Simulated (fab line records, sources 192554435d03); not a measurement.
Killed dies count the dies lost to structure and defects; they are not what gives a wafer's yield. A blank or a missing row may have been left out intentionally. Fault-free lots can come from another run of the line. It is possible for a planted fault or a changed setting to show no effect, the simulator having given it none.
Split-lot experiment -- flow n5Finfet -- on a route of 1938 steps: 7 lots, 39 wafers read

ON THE SPLIT
At N5_BEOL_M5_HM_DEP_02 (deposits TiN, target thk 20 nm), the setting targetThkA was moved away from the recipe's 200 angstrom on 15 of the 39 wafers read, by -17.2% to +21.7%. This setting was run at the recipe's value on the other wafers.

FROM THE SPLIT TO THE READING: what the file shows between them, 4 steps
- N5_BEOL_M5_COAT_59: time 60 s, resist thk 60 nm
- N5_BEOL_M5_COAT_60: time 60 s, resist thk 12 nm
- N5_BEOL_M5_STRIP_73: strips in N2/H2
- N5_BEOL_M5_STRIP_64: strips in CF4

THE READING
etch.depthNm (the simulator's own value, which no gauge read), in nm, at N5_BEOL_M5_HM_OPEN_17 (chemistry Cl2/BCl3, target TiN, target depth 20 nm, overetch 6 nm). The file does not state a usual value for it. Here, 24 wafers ran the recipe; their average is 19.74 nm with a standard deviation of 0.3 nm.

wafer,"tool, chamber at the split","targetThkA as run, angstrom",against the recipe,"etch.depthNm, nm",against lot-mates on the recipe
L077.1,"pvdSputter-03, -",200,recipe,19.37,-
L077.2,"pvdSputter-03, -",234.2,+17.1%,22.98,+3.58
L077.3,"pvdSputter-03, -",200,recipe,19.6,-
L077.4,"pvdSputter-03, -",234.2,+17.1%,22.54,+3.14
L077.5,"pvdSputter-03, -",200,recipe,19.24,-
L077.6,"pvdSputter-03, -",234.2,+17.1%,22.93,+3.53
L089.1,"pvdSputter-01, -",165.6,-17.2%,15.99,-3.54
L089.2,"pvdSputter-01, -",200,recipe,19.46,-
L089.3,"pvdSputter-01, -",165.6,-17.2%,16.59,-2.94
L089.4,"pvdSputter-01, -",200,recipe,19.6,-
L089.5,"pvdSputter-01, -",200,recipe,19.54,-
L089.6,"pvdSputter-01, -",165.6,-17.2%,15.97,-3.56
L087.1,"pvdSputter-01, -",200,recipe,19.88,-
L087.2,"pvdSputter-01, -",200,recipe,20.24,-
L087.3,"pvdSputter-01, -",200,recipe,19.73,-
L087.4,"pvdSputter-01, -",200,recipe,19.76,-
L087.5,"pvdSputter-01, -",200,recipe,19.65,-
L087.6,"pvdSputter-01, -",200,recipe,19.89,-
L090.3,"pvdSputter-02, -",200,recipe,20.47,-
L090.4,"pvdSputter-02, -",200,recipe,19.67,-
L090.5,"pvdSputter-02, -",200,recipe,20.32,-
L091.1,"pvdSputter-03, -",243.3,+21.7%,24.01,+4.14
L091.2,"pvdSputter-03, -",200,recipe,19.78,-
L091.3,"pvdSputter-03, -",200,recipe,20.1,-
L091.4,"pvdSputter-03, -",243.3,+21.7%,24.36,+4.49
L091.5,"pvdSputter-03, -",200,recipe,19.74,-
L091.6,"pvdSputter-03, -",243.3,+21.7%,24.43,+4.56
L097.1,"pvdSputter-03, -",200,recipe,19.74,-
L097.2,"pvdSputter-03, -",240,+20.0%,23.52,+3.87
L097.3,"pvdSputter-03, -",200,recipe,19.45,-
L097.4,"pvdSputter-03, -",200,recipe,19.75,-
L097.5,"pvdSputter-03, -",240,+20.0%,24.01,+4.36
L097.6,"pvdSputter-03, -",240,+20.0%,23.51,+3.86
L096.1,"pvdSputter-03, -",200,recipe,19.77,-
L096.2,"pvdSputter-03, -",200,recipe,19.28,-
L096.3,"pvdSputter-03, -",200,recipe,19.8,-
L096.4,"pvdSputter-03, -",235.4,+17.7%,23.04,+3.42
L096.5,"pvdSputter-03, -",235.4,+17.7%,23.24,+3.62
L096.6,"pvdSputter-03, -",235.4,+17.7%,22.95,+3.33

FIT RESULTS
A straight line over all 39 wafers: etch.depthNm changes by +0.199 nm for each +1% of targetThkA; r = +0.99; the points scatter about the line by 0.3 nm.
The same after taking each lot's own level away (the mean of its wafers on the recipe; 39 wafers): +0.199 nm for each +1%; r = +1.00; scatter 0.21 nm.
On that fit, the largest move of targetThkA shifts the reading by 4.3 nm.
From 19.403 to 20.153 nm: that is the span of the lots' own levels, equal to 2.5 times the standard deviation above.
Consequently the slope shifts little with the lot-to-lot level, the two slopes agreeing.
Check: +4.34 nm against its lot-mates is what the line predicts for one of the wafers moved furthest among these (+21.7%) when that wafer is left out of the fit. Against them it came out at +4.14 nm.

FURTHER SPLITS ON THESE WAFERS
Note: prior to the reading, these wafers also went through further splits. Each is held against what the fit with the lots' levels taken away leaves over:
other split on the same wafers,wafers away from the commonest value,r with etch.depthNm (lot level and that fit taken away)
N5_BEOL_M2_TRENCH_ETCH_37 targetDepthA,12,+0.02
N5_BEOL_M3_TRENCH_ETCH_37 targetDepthA,12,-0.04

THE WHOLE CHAIN: every reading that the file lists as answering this split, in the file's order
step,what it does,reading,change (the file's fit),r (the file's)
N5_BEOL_M5_HM_DEP_02,"deposits TiN, target thk 20 nm","TiN_of_BEOL_M5_HM_DEP_02.thkNm (the simulator's own value, which no gauge read)",+0.199 nm for each +1% of the setting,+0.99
N5_BEOL_M5_HM_OPEN_17,"chemistry Cl2/BCl3, target TiN, target depth 20 nm, overetch 6 nm","etch.depthNm (the simulator's own value, which no gauge read)",+0.199 nm for each +1% of the setting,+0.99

FILE'S OWN FIT
etch.depthNm changes by +0.199 nm for each +1% of targetThkA, r = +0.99.
